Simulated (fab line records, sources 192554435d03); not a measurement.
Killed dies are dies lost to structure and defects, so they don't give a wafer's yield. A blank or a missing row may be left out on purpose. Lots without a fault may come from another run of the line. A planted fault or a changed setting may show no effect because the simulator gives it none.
Chamber matching | flow n5_finfet | N5_BEOL_M8_DESCUM_16 on rie_diel-04: 4 sister chambers
The step chemistry O2, time 7.9 s. 8 wafers are shown with their chamber, then 8 later ones without.

WAFERS WITH THEIR CHAMBER
wafer  | chamber | throttle_valve_pct (%) | oes_product_au (a.u.)
L075.4 | 3       | 20.05                  | 0.91
L087.1 | 2       | 20.67                  | 0.77
L087.2 | 0       | 20.40                  | 0.82
L087.3 | 1       | 20.02                  | 0.80
L091.1 | 1       | 20.04                  | 0.79
L091.2 | 0       | 20.40                  | 0.82
L091.3 | 2       | 20.66                  | 0.77
L092.2 | 3       | 20.09                  | 0.86

WAFERS WITHOUT THEIR CHAMBER
wafer  | throttle_valve_pct (%) | oes_product_au (a.u.)
L092.4 | 20.70                  | 0.77
L092.5 | 20.41                  | 0.81
L094.1 | 20.43                  | 0.81
L094.3 | 20.06                  | 0.79
L094.4 | 20.69                  | 0.75
L096.1 | 20.06                  | 0.79
L096.3 | 20.71                  | 0.76
L096.6 | 20.06                  | 0.78

WHICH CHAMBER EACH WENT THROUGH
wafer  | from the rows above | in truth
L092.4 | 2                   | 2
L092.5 | 0                   | 0
L094.1 | 0                   | 0
L094.3 | 1                   | 1
L094.4 | 2                   | 2
L096.1 | 1                   | 1
L096.3 | 2                   | 2
L096.6 | 1                   | 1
Placed correctly: 8 of 8. Can't be placed from these rows: 0. Placed wrongly: 0.
How it was worked out, from the rows above alone: a wafer's distance from a chamber is the root of the sum, over the readings, of the square of ((its reading less the chamber's mean) divided by the reading's scatter). The wafer belongs to the nearest chamber; if the next one is less than 2 further off, it can't be placed. A chamber's mean is the mean of its shown wafers. The scatter: the root of (the sum of the squares of (reading less its chamber's mean) over the shown wafers, divided by (wafers less chambers)).
